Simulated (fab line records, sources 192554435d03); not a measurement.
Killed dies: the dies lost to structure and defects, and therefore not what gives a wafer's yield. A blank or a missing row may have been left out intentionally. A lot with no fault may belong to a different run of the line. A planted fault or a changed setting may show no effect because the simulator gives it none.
Which tool was responsible? | flow n5Finfet | 72 wafers from 24 lots sampled at 4 of the route's 1938 steps

WHAT EACH GAUGE READ, for each wafer
N5_BEOL_M14_CD_MEAS_10: target cd 250 nm. Usual: cdNm 250.6 nm, standard deviation 1.6.
lot  | measured     | on       | cdNm (nm)         | flag
L074 | day 11 01:39 | cdSem-03 | 250.7 249.6 249.6 | 
L076 | day 11 08:00 | cdSem-03 | 252.1 253.2 253.1 | 
L075 | day 11 09:02 | cdSem-03 | 250.1 251.7 250.4 | 
L077 | day 11 17:11 | cdSem-03 | 251.4 250.6 251.0 | 
L078 | day 11 21:47 | cdSem-02 | 249.5 252.3 249.6 | 
L079 | day 11 23:42 | cdSem-01 | 249.6 250.8 250.1 | 
L081 | day 12 23:35 | cdSem-02 | 248.5 248.9 252.5 | 
L080 | day 13 04:26 | cdSem-03 | 249.6 247.4 246.4 | 
L082 | day 13 11:01 | cdSem-03 | 252.5 251.0 252.7 | 
L083 | day 13 20:33 | cdSem-02 | 253.6 248.7 248.9 | 
L084 | day 13 21:46 | cdSem-01 | 251.1 250.6 252.5 | 
L086 | day 14 00:05 | cdSem-02 | 249.7 248.2 252.5 | 
L085 | day 14 07:12 | cdSem-01 | 252.4 251.5 250.1 | 
L087 | day 14 19:48 | cdSem-02 | 247.9 247.0 250.4 | 
L090 | day 15 11:10 | cdSem-01 | 249.7 251.0 250.8 | 
L088 | day 15 11:47 | cdSem-03 | 250.6 250.3 252.4 | 
L091 | day 15 14:47 | cdSem-02 | 248.4 250.2 249.5 | 
L089 | day 15 16:01 | cdSem-03 | 252.3 251.0 249.2 | 
L093 | day 16 08:31 | cdSem-01 | 252.6 250.2 249.5 | 
L092 | day 16 08:50 | cdSem-01 | 250.0 251.4 248.5 | 
L094 | day 16 09:01 | cdSem-02 | 249.7 251.8 249.1 | 
L095 | day 16 18:13 | cdSem-02 | 249.1 249.5 250.5 | 
L096 | day 17 18:19 | cdSem-01 | 251.1 252.4 252.1 | 
L097 | day 17 18:46 | cdSem-02 | 251.6 251.4 252.0 | 

N5_BEOL_M14_CD_MEAS_17: target cd 250 nm. Usual: cdNm 251.5 nm, standard deviation 1.9.
lot  | measured     | on       | cdNm (nm)         | flag
L074 | day 11 02:11 | cdSem-03 | 251.5 249.0 249.1 | 
L076 | day 11 08:34 | cdSem-03 | 255.6 254.3 254.1 | 
L075 | day 11 09:33 | cdSem-03 | 252.0 250.9 252.1 | 
L077 | day 11 17:45 | cdSem-03 | 253.2 249.5 251.8 | 
L078 | day 11 22:19 | cdSem-03 | 249.8 253.7 251.8 | 
L079 | day 12 00:13 | cdSem-01 | 251.6 250.5 251.0 | 
L081 | day 13 00:07 | cdSem-03 | 247.9 248.0 253.9 | 
L080 | day 13 05:17 | cdSem-03 | 252.6 247.7 249.5 | 
L082 | day 13 11:34 | cdSem-01 | 250.3 250.1 250.7 | 
L083 | day 13 21:04 | cdSem-03 | 253.4 249.6 248.1 | 
L084 | day 13 22:31 | cdSem-03 | 251.9 252.6 254.4 | 
L086 | day 14 00:37 | cdSem-03 | 247.8 249.6 253.4 | 
L085 | day 14 07:44 | cdSem-03 | 254.2 254.2 251.3 | 
L087 | day 14 20:19 | cdSem-01 | 248.1 248.2 251.0 | 
L090 | day 15 11:41 | cdSem-01 | 249.8 251.9 252.7 | 
L088 | day 15 12:19 | cdSem-01 | 251.2 250.8 252.8 | 
L091 | day 15 15:19 | cdSem-02 | 249.9 250.9 251.9 | 
L089 | day 15 17:10 | cdSem-03 | 253.5 251.5 250.0 | 
L093 | day 16 09:02 | cdSem-03 | 255.4 251.8 251.1 | 
L092 | day 16 09:21 | cdSem-03 | 251.2 253.0 249.9 | 
L094 | day 16 09:49 | cdSem-01 | 250.9 254.2 249.6 | 
L095 | day 16 18:44 | cdSem-03 | 250.6 250.9 251.2 | 
L096 | day 17 18:50 | cdSem-02 | 251.8 253.5 253.8 | 
L097 | day 17 19:17 | cdSem-02 | 253.4 252.5 253.8 | 

N5_BEOL_M14_INSPECT_30: inspects for defects (macro). Usual: rawDefectCount 2.0, standard deviation 1.3.
lot  | measured     | on               | rawDefectCount | flag
L074 | day 11 02:34 | defectInspect-02 | 2 2 1          | 
L076 | day 11 09:04 | defectInspect-02 | 1 0 3          | 
L075 | day 11 09:56 | defectInspect-02 | 2 1 2          | 
L077 | day 11 18:16 | defectInspect-02 | 3 1 2          | 
L078 | day 11 22:42 | defectInspect-02 | 3 2 2          | 
L079 | day 12 00:37 | defectInspect-02 | 2 3 3          | 
L081 | day 13 00:29 | defectInspect-01 | 1 2 3          | 
L080 | day 13 05:47 | defectInspect-02 | 2 2 3          | 
L082 | day 13 12:05 | defectInspect-01 | 3 2 1          | 
L083 | day 13 21:27 | defectInspect-01 | 1 0 3          | 
L084 | day 13 23:01 | defectInspect-01 | 4 1 1          | 
L086 | day 14 01:00 | defectInspect-02 | 3 2 1          | 
L085 | day 14 08:14 | defectInspect-01 | 4 3 1          | 
L087 | day 14 20:42 | defectInspect-01 | 1 0 1          | 
L090 | day 15 12:04 | defectInspect-02 | 2 1 4          | 
L088 | day 15 12:49 | defectInspect-01 | 0 1 1          | 
L091 | day 15 15:41 | defectInspect-01 | 2 2 1          | 
L089 | day 15 17:40 | defectInspect-01 | 4 2 2          | 
L093 | day 16 09:32 | defectInspect-01 | 1 1 2          | 
L092 | day 16 09:44 | defectInspect-01 | 0 5 7          | 
L094 | day 16 10:12 | defectInspect-01 | 1 0 3          | 
L095 | day 16 19:14 | defectInspect-01 | 2 1 2          | 
L096 | day 17 19:13 | defectInspect-02 | 1 0 2          | 
L097 | day 17 19:40 | defectInspect-01 | 4 1 2          | 

N5_BEOL_M14_OCD_MEAS_35. Usual: trenchDepthNm 557 nm, standard deviation 16.
lot  | measured     | on     | trenchDepthNm (nm) | flag
L074 | day 11 03:20 | ocd-01 | 528 556 557        | 
L076 | day 11 09:43 | ocd-02 | 552 527 549        | 
L075 | day 11 11:01 | ocd-02 | 565 571 535        | 
L077 | day 11 18:54 | ocd-01 | 565 557 563        | 
L078 | day 11 23:20 | ocd-02 | 550 548 566        | 
L079 | day 12 01:32 | ocd-02 | 565 561 560        | 
L081 | day 13 01:08 | ocd-01 | 526 555 560        | 
L080 | day 13 06:26 | ocd-02 | 539 540 577        | 
L082 | day 13 12:43 | ocd-02 | 565 521 555        | 
L083 | day 13 22:10 | ocd-01 | 548 571 526        | 
L084 | day 13 23:43 | ocd-02 | 538 572 533        | 
L086 | day 14 01:38 | ocd-02 | 526 574 572        | 
L085 | day 14 08:53 | ocd-01 | 573 566 561        | 
L087 | day 14 21:21 | ocd-01 | 562 565 566        | 
L090 | day 15 12:43 | ocd-02 | 570 549 572        | 
L088 | day 15 13:35 | ocd-01 | 568 525 546        | 
L091 | day 15 16:27 | ocd-01 | 528 578 552        | 
L089 | day 15 18:20 | ocd-01 | 566 557 553        | 
L093 | day 16 10:11 | ocd-01 | 574 554 576        | 
L092 | day 16 10:26 | ocd-01 | 558 568 562        | 
L094 | day 16 11:22 | ocd-02 | 561 564 558        | 
L095 | day 16 19:53 | ocd-01 | 513 546 562        | 
L096 | day 17 20:13 | ocd-02 | 563 555 565        | 
L097 | day 17 20:50 | ocd-01 | 576 569 555        | 

EACH LOT AND THE TOOL THAT RAN IT (in order: tool; ch and the chambers of the sampled wafers; start)
There is no process step in the record ahead of these readings.

AS READ BY THE TOOLS THEMSELVES (means over the sampled wafers that have a number; for cases with no such wafer, the mark the record gives instead)
The record holds no such reading with a usual standard deviation.

THE ANSWER, worked out from the rows above alone
Rule: take the mean of a lot's wafers that have a number; if it is more than 3 standard deviations from the usual mean, the lot is off. Also off: a lot with no number at a reading for which 4 or more lots have one. Where the step has rows for the other lots, those lots are counted as sound. The gauges are gone through in route order, then the tools' own readings, and for those a lot's mean is taken as printed above. At the first step where some lot is off, the reading lying furthest off is the one used; lots without a number count as furthest.
Across all readings shown, no lot is off: no conclusion can be drawn from this.

WHAT WAS PUT IN BY THE SIMULATOR
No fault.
